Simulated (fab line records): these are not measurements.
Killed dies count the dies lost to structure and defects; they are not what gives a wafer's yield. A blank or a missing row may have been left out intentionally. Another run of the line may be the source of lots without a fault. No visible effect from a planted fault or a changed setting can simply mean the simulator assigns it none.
Which tool was responsible? :: flow n5_finfet :: 24 lots, 72 wafers sampled, at 6 steps of a route of 1938

WHAT THE GAUGES READ, wafer by wafer
N5_SD_EPI_N_INSPECT_26: inspects for defects (darkfield). Usual: raw_defect_count 217, standard deviation 41.
lot: L074
measured: day 3 05:03
on: defect_inspect-02
raw_defect_count: 230 221 221
flag: 

lot: L075
measured: day 3 11:19
on: defect_inspect-02
raw_defect_count: 197 228 228
flag: 

lot: L076
measured: day 3 21:10
on: defect_inspect-01
raw_defect_count: 245 197 216
flag: 

lot: L077
measured: day 3 22:44
on: defect_inspect-01
raw_defect_count: 216 238 153
flag: 

lot: L078
measured: day 4 05:07
on: defect_inspect-01
raw_defect_count: 179 193 190
flag: 

lot: L079
measured: day 4 12:06
on: defect_inspect-01
raw_defect_count: 311 231 226
flag: 

lot: L080
measured: day 4 18:51
on: defect_inspect-02
raw_defect_count: 241 202 219
flag: 

lot: L081
measured: day 5 00:17
on: defect_inspect-02
raw_defect_count: 207 293 260
flag: 

lot: L082
measured: day 5 04:12
on: defect_inspect-01
raw_defect_count: 210 219 183
flag: 

lot: L083
measured: day 5 10:54
on: defect_inspect-01
raw_defect_count: 213 239 186
flag: 

lot: L084
measured: day 5 19:11
on: defect_inspect-02
raw_defect_count: 187 240 161
flag: 

lot: L085
measured: day 6 00:06
on: defect_inspect-01
raw_defect_count: 194 164 223
flag: 

lot: L086
measured: day 6 04:56
on: defect_inspect-01
raw_defect_count: 226 124 154
flag: 

lot: L087
measured: day 6 12:09
on: defect_inspect-02
raw_defect_count: 292 292 236
flag: 

lot: L088
measured: day 6 17:38
on: defect_inspect-02
raw_defect_count: 160 188 212
flag: 

lot: L089
measured: day 7 03:49
on: defect_inspect-02
raw_defect_count: 237 246 220
flag: 

lot: L090
measured: day 7 05:13
on: defect_inspect-01
raw_defect_count: 230 170 156
flag: 

lot: L091
measured: day 7 15:04
on: defect_inspect-02
raw_defect_count: 229 215 304
flag: 

lot: L092
measured: day 7 15:47
on: defect_inspect-01
raw_defect_count: 174 208 184
flag: 

lot: L093
measured: day 7 23:05
on: defect_inspect-02
raw_defect_count: 311 224 231
flag: 

lot: L094
measured: day 8 03:49
on: defect_inspect-01
raw_defect_count: 237 184 200
flag: 

lot: L095
measured: day 8 12:03
on: defect_inspect-02
raw_defect_count: 209 279 255
flag: 

lot: L096
measured: day 8 22:04
on: defect_inspect-02
raw_defect_count: 246 240 202
flag: 

lot: L097
measured: day 9 00:59
on: defect_inspect-02
raw_defect_count: 201 144 183
flag: 

N5_SD_EPI_P_EPI_MEAS_23. Usual: thk_nm 61.0 nm, standard deviation 1.2.
lot: L074
measured: day 3 09:06
on: film_metro-01
thk_nm (nm): 63.0 59.3 59.0
flag: 

lot: L075
measured: day 3 15:14
on: film_metro-02
thk_nm (nm): 61.1 60.8 59.2
flag: 

lot: L076
measured: day 4 02:02
on: film_metro-02
thk_nm (nm): 61.9 62.1 62.3
flag: 

lot: L077
measured: day 4 02:46
on: film_metro-02
thk_nm (nm): 60.0 60.0 60.0
flag: 

lot: L078
measured: day 4 09:29
on: film_metro-01
thk_nm (nm): 60.0 58.5 61.7
flag: 

lot: L079
measured: day 4 16:33
on: film_metro-01
thk_nm (nm): 58.1 60.2 61.3
flag: 

lot: L080
measured: day 4 22:53
on: film_metro-02
thk_nm (nm): 60.2 61.5 59.6
flag: 

lot: L081
measured: day 5 04:32
on: film_metro-01
thk_nm (nm): 62.2 61.8 62.7
flag: 

lot: L082
measured: day 5 09:12
on: film_metro-02
thk_nm (nm): 59.7 61.6 59.3
flag: 

lot: L083
measured: day 5 15:09
on: film_metro-02
thk_nm (nm): 61.9 61.4 60.5
flag: 

lot: L084
measured: day 5 23:05
on: film_metro-01
thk_nm (nm): 61.5 60.7 60.8
flag: 

lot: L085
measured: day 6 04:58
on: film_metro-02
thk_nm (nm): 59.6 61.9 60.9
flag: 

lot: L086
measured: day 6 09:04
on: film_metro-02
thk_nm (nm): 62.8 60.0 58.3
flag: 

lot: L087
measured: day 6 16:04
on: film_metro-02
thk_nm (nm): 60.4 60.9 60.3
flag: 

lot: L088
measured: day 6 21:32
on: film_metro-01
thk_nm (nm): 61.7 62.1 60.7
flag: 

lot: L089
measured: day 7 07:54
on: film_metro-02
thk_nm (nm): 62.6 59.4 61.9
flag: 

lot: L090
measured: day 7 09:23
on: film_metro-02
thk_nm (nm): 59.7 59.3 60.5
flag: 

lot: L091
measured: day 7 19:07
on: film_metro-02
thk_nm (nm): 60.5 61.7 60.3
flag: 

lot: L092
measured: day 7 19:50
on: film_metro-01
thk_nm (nm): 62.3 60.9 61.4
flag: 

lot: L093
measured: day 8 03:07
on: film_metro-01
thk_nm (nm): 61.3 61.0 62.3
flag: 

lot: L094
measured: day 8 07:57
on: film_metro-01
thk_nm (nm): 61.9 61.5 59.8
flag: 

lot: L095
measured: day 8 16:56
on: film_metro-02
thk_nm (nm): 62.0 60.8 59.1
flag: 

lot: L096
measured: day 9 02:00
on: film_metro-01
thk_nm (nm): 61.0 60.2 62.4
flag: 

lot: L097
measured: day 9 05:44
on: film_metro-02
thk_nm (nm): 59.4 61.1 59.9
flag: 

N5_SD_EPI_P_INSPECT_26: inspects for defects (darkfield). Usual: raw_defect_count 186, standard deviation 37.
lot: L074
measured: day 3 09:17
on: defect_inspect-02
raw_defect_count: 205 188 183
flag: 

lot: L075
measured: day 3 15:25
on: defect_inspect-02
raw_defect_count: 199 197 199
flag: 

lot: L076
measured: day 4 02:13
on: defect_inspect-01
raw_defect_count: 191 167 136
flag: 

lot: L077
measured: day 4 02:56
on: defect_inspect-01
raw_defect_count: 169 173 123
flag: 

lot: L078
measured: day 4 09:41
on: defect_inspect-02
raw_defect_count: 158 171 161
flag: 

lot: L079
measured: day 4 16:43
on: defect_inspect-01
raw_defect_count: 255 190 165
flag: 

lot: L080
measured: day 4 23:04
on: defect_inspect-02
raw_defect_count: 232 155 162
flag: 

lot: L081
measured: day 5 04:43
on: defect_inspect-01
raw_defect_count: 166 261 218
flag: 

lot: L082
measured: day 5 09:22
on: defect_inspect-02
raw_defect_count: 193 221 199
flag: 

lot: L083
measured: day 5 15:19
on: defect_inspect-01
raw_defect_count: 196 203 153
flag: 

lot: L084
measured: day 5 23:16
on: defect_inspect-02
raw_defect_count: 205 225 184
flag: 

lot: L085
measured: day 6 05:08
on: defect_inspect-01
raw_defect_count: 152 148 214
flag: 

lot: L086
measured: day 6 09:14
on: defect_inspect-02
raw_defect_count: 168 97 146
flag: 

lot: L087
measured: day 6 16:14
on: defect_inspect-01
raw_defect_count: 220 237 188
flag: 

lot: L088
measured: day 6 21:43
on: defect_inspect-01
raw_defect_count: 117 150 144
flag: 

lot: L089
measured: day 7 08:11
on: defect_inspect-01
raw_defect_count: 176 196 184
flag: 

lot: L090
measured: day 7 09:34
on: defect_inspect-02
raw_defect_count: 253 209 205
flag: 

lot: L091
measured: day 7 19:17
on: defect_inspect-01
raw_defect_count: 130 128 186
flag: 

lot: L092
measured: day 7 20:01
on: defect_inspect-02
raw_defect_count: 167 188 164
flag: 

lot: L093
measured: day 8 03:17
on: defect_inspect-01
raw_defect_count: 235 201 206
flag: 

lot: L094
measured: day 8 08:07
on: defect_inspect-02
raw_defect_count: 222 180 228
flag: 

lot: L095
measured: day 8 17:07
on: defect_inspect-01
raw_defect_count: 207 183 179
flag: 

lot: L096
measured: day 9 02:10
on: defect_inspect-02
raw_defect_count: 227 185 200
flag: 

lot: L097
measured: day 9 05:55
on: defect_inspect-02
raw_defect_count: 178 112 180
flag: 

N5_SD_ACTIVATION_INSPECT_02: inspects for defects (darkfield). Usual: raw_defect_count 186, standard deviation 43.
lot: L074
measured: day 3 10:02
on: defect_inspect-02
raw_defect_count: 204 179 182
flag: 

lot: L075
measured: day 3 16:10
on: defect_inspect-02
raw_defect_count: 184 210 209
flag: 

lot: L076
measured: day 4 03:13
on: defect_inspect-01
raw_defect_count: 187 178 142
flag: 

lot: L077
measured: day 4 03:46
on: defect_inspect-01
raw_defect_count: 173 155 124
flag: 

lot: L078
measured: day 4 10:26
on: defect_inspect-02
raw_defect_count: 169 175 150
flag: 

lot: L079
measured: day 4 17:28
on: defect_inspect-01
raw_defect_count: 251 193 174
flag: 

lot: L080
measured: day 4 23:49
on: defect_inspect-01
raw_defect_count: 214 139 142
flag: 

lot: L081
measured: day 5 05:29
on: defect_inspect-02
raw_defect_count: 205 293 248
flag: 

lot: L082
measured: day 5 10:07
on: defect_inspect-01
raw_defect_count: 163 179 178
flag: 

lot: L083
measured: day 5 16:04
on: defect_inspect-02
raw_defect_count: 216 245 185
flag: 

lot: L084
measured: day 6 00:01
on: defect_inspect-02
raw_defect_count: 207 228 193
flag: 

lot: L085
measured: day 6 05:54
on: defect_inspect-01
raw_defect_count: 153 147 203
flag: 

lot: L086
measured: day 6 09:59
on: defect_inspect-01
raw_defect_count: 150 82 132
flag: 

lot: L087
measured: day 6 16:59
on: defect_inspect-02
raw_defect_count: 246 255 212
flag: 

lot: L088
measured: day 6 22:33
on: defect_inspect-01
raw_defect_count: 139 147 151
flag: 

lot: L089
measured: day 7 08:56
on: defect_inspect-01
raw_defect_count: 167 196 182
flag: 

lot: L090
measured: day 7 10:19
on: defect_inspect-02
raw_defect_count: 258 195 203
flag: 

lot: L091
measured: day 7 20:02
on: defect_inspect-01
raw_defect_count: 139 147 182
flag: 

lot: L092
measured: day 7 20:57
on: defect_inspect-02
raw_defect_count: 168 191 159
flag: 

lot: L093
measured: day 8 04:12
on: defect_inspect-01
raw_defect_count: 231 186 208
flag: 

lot: L094
measured: day 8 09:08
on: defect_inspect-01
raw_defect_count: 202 144 190
flag: 

lot: L095
measured: day 8 17:59
on: defect_inspect-02
raw_defect_count: 244 209 200
flag: 

lot: L096
measured: day 9 02:55
on: defect_inspect-02
raw_defect_count: 232 183 204
flag: 

lot: L097
measured: day 9 06:41
on: defect_inspect-01
raw_defect_count: 155 90 154
flag: 

WHAT TOOL EACH LOT RAN ON (gives the tool, then ch and the chambers of the sampled wafers, and finally the start)
lot: L074
N5_DUMMY_GATE_ETCH_31: rie_diel-05 ch 1,3, day 2 22:12
N5_SPACER0_ALD_08: ald_sin-02 ch 1,2, day 2 23:32

lot: L075
N5_DUMMY_GATE_ETCH_31: rie_diel-03 ch 0,2,3, day 3 04:11
N5_SPACER0_ALD_08: ald_sin-03 ch 0,1,3, day 3 05:55

lot: L076
N5_DUMMY_GATE_ETCH_31: rie_diel-06 ch 0,1,2, day 3 15:07
N5_SPACER0_ALD_08: ald_sin-02 ch 0,2,3, day 3 16:31

lot: L077
N5_DUMMY_GATE_ETCH_31: rie_diel-06 ch 0,1, day 3 16:58
N5_SPACER0_ALD_08: ald_sin-03 ch 0,2,3, day 3 18:08

lot: L078
N5_DUMMY_GATE_ETCH_31: rie_diel-03 ch 0,2, day 3 22:41
N5_SPACER0_ALD_08: ald_sin-03 ch 0,1,3, day 3 23:52

lot: L079
N5_DUMMY_GATE_ETCH_31: rie_diel-05 ch 0,2,3, day 4 06:08
N5_SPACER0_ALD_08: ald_sin-02 ch 0,1,3, day 4 07:27

lot: L080
N5_DUMMY_GATE_ETCH_31: rie_diel-05 ch 1,2,3, day 4 12:56
N5_SPACER0_ALD_08: ald_sin-04 ch 0,2,3, day 4 14:07

lot: L081
N5_DUMMY_GATE_ETCH_31: rie_diel-06 ch 2,3, day 4 17:34
N5_SPACER0_ALD_08: ald_sin-04 ch 0,1,2, day 4 19:32

lot: L082
N5_DUMMY_GATE_ETCH_31: rie_diel-03 ch 2,3, day 4 21:45
N5_SPACER0_ALD_08: ald_sin-04 ch 1,3, day 4 22:58

lot: L083
N5_DUMMY_GATE_ETCH_31: rie_diel-06 ch 0,1,2, day 5 05:13
N5_SPACER0_ALD_08: ald_sin-02 ch 0,2, day 5 06:26

lot: L084
N5_DUMMY_GATE_ETCH_31: rie_diel-05 ch 0,1,3, day 5 13:21
N5_SPACER0_ALD_08: ald_sin-03 ch 0,2, day 5 14:31

lot: L085
N5_DUMMY_GATE_ETCH_31: rie_diel-05 ch 0,1,3, day 5 17:46
N5_SPACER0_ALD_08: ald_sin-02 ch 0,2,3, day 5 18:57

lot: L086
N5_DUMMY_GATE_ETCH_31: rie_diel-03 ch 1,2,3, day 5 22:26
N5_SPACER0_ALD_08: ald_sin-02 ch 1,2,3, day 5 23:37

lot: L087
N5_DUMMY_GATE_ETCH_31: rie_diel-05 ch 0,1,3, day 6 06:11
N5_SPACER0_ALD_08: ald_sin-02 ch 1,2, day 6 07:38

lot: L088
N5_DUMMY_GATE_ETCH_31: rie_diel-05 ch 0,1,2, day 6 11:08
N5_SPACER0_ALD_08: ald_sin-04 ch 1,2,3, day 6 12:52

lot: L089
N5_DUMMY_GATE_ETCH_31: rie_diel-06 ch 0,1,3, day 6 21:29
N5_SPACER0_ALD_08: ald_sin-02 ch 0,1,2, day 6 23:18

lot: L090
N5_DUMMY_GATE_ETCH_31: rie_diel-05 ch 0,1, day 6 22:18
N5_SPACER0_ALD_08: ald_sin-02 ch 1,2,3, day 6 23:50

lot: L091
N5_DUMMY_GATE_ETCH_31: rie_diel-05 ch 1,2,3, day 7 08:57
N5_SPACER0_ALD_08: ald_sin-04 ch 0,2,3, day 7 10:10

lot: L092
N5_DUMMY_GATE_ETCH_31: rie_diel-06 ch 1,2, day 7 10:08
N5_SPACER0_ALD_08: ald_sin-04 ch 1,3, day 7 11:20

lot: L093
N5_DUMMY_GATE_ETCH_31: rie_diel-03 ch 0,3, day 7 16:57
N5_SPACER0_ALD_08: ald_sin-03 ch 0,1, day 7 18:07

lot: L094
N5_DUMMY_GATE_ETCH_31: rie_diel-03 ch 0,1,3, day 7 22:02
N5_SPACER0_ALD_08: ald_sin-02 ch 0,1,2, day 7 23:13

lot: L095
N5_DUMMY_GATE_ETCH_31: rie_diel-05 ch 0,3, day 8 06:16
N5_SPACER0_ALD_08: ald_sin-03 ch 0,1, day 8 07:27

lot: L096
N5_DUMMY_GATE_ETCH_31: rie_diel-03 ch 0,1,3, day 8 15:01
N5_SPACER0_ALD_08: ald_sin-04 ch 0,1, day 8 17:11

lot: L097
N5_DUMMY_GATE_ETCH_31: rie_diel-05 ch 0,2,3, day 8 16:49
N5_SPACER0_ALD_08: ald_sin-04 ch 1,2,3, day 8 20:11
- N5_DUMMY_GATE_ETCH_31: etches SiO2 in C4F6/O2, target depth 82.5 nm, time 27.5 s.
- N5_SPACER0_ALD_08: deposits SiNx, target thk 2 nm.

AS READ BY THE TOOLS THEMSELVES (means over the sampled wafers that have a number; for cases with no such wafer, the mark the record gives instead)
N5_DUMMY_GATE_ETCH_31. Usual: bias_w 184.9 W, standard deviation 0.53; drypump_motor_current_A 5.5 A, standard deviation 0.4; oes_product_au 0.77 a.u., standard deviation 0.074; rf_vpp_V 664 V, standard deviation 6.7; showerhead_plenum_p_Torr 2.85 Torr, standard deviation 0.088; throttle_valve_pct 21.22 %, standard deviation 0.21.
lot: L074
tool: rie_diel-05
bias_w (W): 185.4
drypump_motor_current_A (A): 5.5
oes_product_au (a.u.): 0.74
rf_vpp_V (V): 666
showerhead_plenum_p_Torr (Torr): 2.80
throttle_valve_pct (%): 21.35
flag: 

lot: L075
tool: rie_diel-03
bias_w (W): 185.2
drypump_motor_current_A (A): 5.1
oes_product_au (a.u.): 0.78
rf_vpp_V (V): 665
showerhead_plenum_p_Torr (Torr): 2.89
throttle_valve_pct (%): 21.02
flag: 

lot: L076
tool: rie_diel-06
bias_w (W): 185.0
drypump_motor_current_A (A): 5.5
oes_product_au (a.u.): 0.83
rf_vpp_V (V): 666
showerhead_plenum_p_Torr (Torr): 2.81
throttle_valve_pct (%): 21.35
flag: 

lot: L077
tool: rie_diel-06
bias_w (W): 184.9
drypump_motor_current_A (A): 5.4
oes_product_au (a.u.): 0.89
rf_vpp_V (V): 668
showerhead_plenum_p_Torr (Torr): 2.86
throttle_valve_pct (%): 21.26
flag: 

lot: L078
tool: rie_diel-03
bias_w (W): 184.9
drypump_motor_current_A (A): 5.0
oes_product_au (a.u.): 0.73
rf_vpp_V (V): 669
showerhead_plenum_p_Torr (Torr): 2.86
throttle_valve_pct (%): 21.03
flag: 

lot: L079
tool: rie_diel-05
bias_w (W): 185.0
drypump_motor_current_A (A): 5.6
oes_product_au (a.u.): 0.76
rf_vpp_V (V): 663
showerhead_plenum_p_Torr (Torr): 2.89
throttle_valve_pct (%): 21.17
flag: 

lot: L080
tool: rie_diel-05
bias_w (W): 184.8
drypump_motor_current_A (A): 5.7
oes_product_au (a.u.): 0.73
rf_vpp_V (V): 665
showerhead_plenum_p_Torr (Torr): 2.83
throttle_valve_pct (%): 21.35
flag: 

lot: L081
tool: rie_diel-06
bias_w (W): 184.7
drypump_motor_current_A (A): 6.1
oes_product_au (a.u.): 0.83
rf_vpp_V (V): 669
showerhead_plenum_p_Torr (Torr): 2.82
throttle_valve_pct (%): 21.32
flag: 

lot: L082
tool: rie_diel-03
bias_w (W): 185.9
drypump_motor_current_A (A): 5.0
oes_product_au (a.u.): 0.81
rf_vpp_V (V): 658
showerhead_plenum_p_Torr (Torr): 2.87
throttle_valve_pct (%): 21.03
flag: 

lot: L083
tool: rie_diel-06
bias_w (W): 184.9
drypump_motor_current_A (A): 5.5
oes_product_au (a.u.): 0.82
rf_vpp_V (V): 666
showerhead_plenum_p_Torr (Torr): 2.80
throttle_valve_pct (%): 21.37
flag: 

lot: L084
tool: rie_diel-05
bias_w (W): 185.1
drypump_motor_current_A (A): 5.4
oes_product_au (a.u.): 0.75
rf_vpp_V (V): 664
showerhead_plenum_p_Torr (Torr): 2.85
throttle_valve_pct (%): 21.20
flag: 

lot: L085
tool: rie_diel-05
bias_w (W): 184.6
drypump_motor_current_A (A): 5.4
oes_product_au (a.u.): 0.75
rf_vpp_V (V): 663
showerhead_plenum_p_Torr (Torr): 2.85
throttle_valve_pct (%): 21.19
flag: 

lot: L086
tool: rie_diel-03
bias_w (W): 184.8
drypump_motor_current_A (A): 5.0
oes_product_au (a.u.): 0.76
rf_vpp_V (V): 661
showerhead_plenum_p_Torr (Torr): 2.89
throttle_valve_pct (%): 21.09
flag: 

lot: L087
tool: rie_diel-05
bias_w (W): 185.2
drypump_motor_current_A (A): 5.4
oes_product_au (a.u.): 0.74
rf_vpp_V (V): 663
showerhead_plenum_p_Torr (Torr): 2.85
throttle_valve_pct (%): 21.21
flag: 

lot: L088
tool: rie_diel-05
bias_w (W): 184.1
drypump_motor_current_A (A): 5.6
oes_product_au (a.u.): 0.73
rf_vpp_V (V): 663
showerhead_plenum_p_Torr (Torr): 2.79
throttle_valve_pct (%): 21.33
flag: 

lot: L089
tool: rie_diel-06
bias_w (W): 185.0
drypump_motor_current_A (A): 5.9
oes_product_au (a.u.): 0.86
rf_vpp_V (V): 666
showerhead_plenum_p_Torr (Torr): 2.86
throttle_valve_pct (%): 21.21
flag: 

lot: L090
tool: rie_diel-05
bias_w (W): 184.9
drypump_motor_current_A (A): 5.4
oes_product_au (a.u.): 0.74
rf_vpp_V (V): 659
showerhead_plenum_p_Torr (Torr): 2.81
throttle_valve_pct (%): 21.16
flag: 

lot: L091
tool: rie_diel-05
bias_w (W): 184.7
drypump_motor_current_A (A): 5.7
oes_product_au (a.u.): 0.72
rf_vpp_V (V): 666
showerhead_plenum_p_Torr (Torr): 2.82
throttle_valve_pct (%): 21.37
flag: 

lot: L092
tool: rie_diel-06
bias_w (W): 185.3
drypump_motor_current_A (A): 5.6
oes_product_au (a.u.): 0.79
rf_vpp_V (V): 670
showerhead_plenum_p_Torr (Torr): 2.80
throttle_valve_pct (%): 21.44
flag: 

lot: L093
tool: rie_diel-03
bias_w (W): 184.5
drypump_motor_current_A (A): 5.2
oes_product_au (a.u.): 0.79
rf_vpp_V (V): 663
showerhead_plenum_p_Torr (Torr): 2.90
throttle_valve_pct (%): 21.07
flag: 

lot: L094
tool: rie_diel-03
bias_w (W): 185.3
drypump_motor_current_A (A): 5.2
oes_product_au (a.u.): 0.75
rf_vpp_V (V): 664
showerhead_plenum_p_Torr (Torr): 2.92
throttle_valve_pct (%): 21.12
flag: 

lot: L095
tool: rie_diel-05
bias_w (W): 185.2
drypump_motor_current_A (A): 5.4
oes_product_au (a.u.): 0.75
rf_vpp_V (V): 662
showerhead_plenum_p_Torr (Torr): 2.93
throttle_valve_pct (%): 21.08
flag: 

lot: L096
tool: rie_diel-03
bias_w (W): 184.8
drypump_motor_current_A (A): 5.2
oes_product_au (a.u.): 0.75
rf_vpp_V (V): 665
showerhead_plenum_p_Torr (Torr): 2.92
throttle_valve_pct (%): 21.14
flag: 

lot: L097
tool: rie_diel-05
bias_w (W): 185.0
drypump_motor_current_A (A): 5.6
oes_product_au (a.u.): 0.73
rf_vpp_V (V): 662
showerhead_plenum_p_Torr (Torr): 2.88
throttle_valve_pct (%): 21.21
flag: 

N5_SPACER0_ALD_08. Usual: heater_power_outer_w 516 W, standard deviation 64; heater_power_w 834 W, standard deviation 99.
lot: L074
tool: ald_sin-02
heater_power_outer_w (W): 503
heater_power_w (W): 804
flag: 

lot: L075
tool: ald_sin-03
heater_power_outer_w (W): 508
heater_power_w (W): 825
flag: 

lot: L076
tool: ald_sin-02
heater_power_outer_w (W): 560
heater_power_w (W): 909
flag: 

lot: L077
tool: ald_sin-03
heater_power_outer_w (W): 512
heater_power_w (W): 839
flag: 

lot: L078
tool: ald_sin-03
heater_power_outer_w (W): 497
heater_power_w (W): 811
flag: 

lot: L079
tool: ald_sin-02
heater_power_outer_w (W): 516
heater_power_w (W): 815
flag: 

lot: L080
tool: ald_sin-04
heater_power_outer_w (W): 516
heater_power_w (W): 838
flag: 

lot: L081
tool: ald_sin-04
heater_power_outer_w (W): 557
heater_power_w (W): 878
flag: 

lot: L082
tool: ald_sin-04
heater_power_outer_w (W): 514
heater_power_w (W): 776
flag: 

lot: L083
tool: ald_sin-02
heater_power_outer_w (W): 558
heater_power_w (W): 893
flag: 

lot: L084
tool: ald_sin-03
heater_power_outer_w (W): 489
heater_power_w (W): 805
flag: 

lot: L085
tool: ald_sin-02
heater_power_outer_w (W): 559
heater_power_w (W): 908
flag: 

lot: L086
tool: ald_sin-02
heater_power_outer_w (W): 491
heater_power_w (W): 828
flag: 

lot: L087
tool: ald_sin-02
heater_power_outer_w (W): 445
heater_power_w (W): 719
flag: 

lot: L088
tool: ald_sin-04
heater_power_outer_w (W): 497
heater_power_w (W): 789
flag: 

lot: L089
tool: ald_sin-02
heater_power_outer_w (W): 500
heater_power_w (W): 794
flag: 

lot: L090
tool: ald_sin-02
heater_power_outer_w (W): 497
heater_power_w (W): 818
flag: 

lot: L091
tool: ald_sin-04
heater_power_outer_w (W): 520
heater_power_w (W): 852
flag: 

lot: L092
tool: ald_sin-04
heater_power_outer_w (W): 473
heater_power_w (W): 750
flag: 

lot: L093
tool: ald_sin-03
heater_power_outer_w (W): 500
heater_power_w (W): 837
flag: 

lot: L094
tool: ald_sin-02
heater_power_outer_w (W): 497
heater_power_w (W): 786
flag: 

lot: L095
tool: ald_sin-03
heater_power_outer_w (W): 504
heater_power_w (W): 829
flag: 

lot: L096
tool: ald_sin-04
heater_power_outer_w (W): 567
heater_power_w (W): 883
flag: 

lot: L097
tool: ald_sin-04
heater_power_outer_w (W): 496
heater_power_w (W): 784
flag: 

THE ANSWER, worked out from the rows above alone
Rule: lot off if the mean of its wafers having a number is beyond 3 standard deviations from the usual mean. Also off: a lot with no number at a reading for which 4 or more lots have one. Where the step has rows for the other lots, those lots are counted as sound. First the gauges in route order, then the tools' own readings, where a lot's mean is used as printed above. The first step at which some lot is off is used, and at that step the reading that is off furthest; a lot without a number counts as furthest.
No lot is off at any reading shown: from this, nothing can be told.

WHAT THE SIMULATOR HAD PUT IN
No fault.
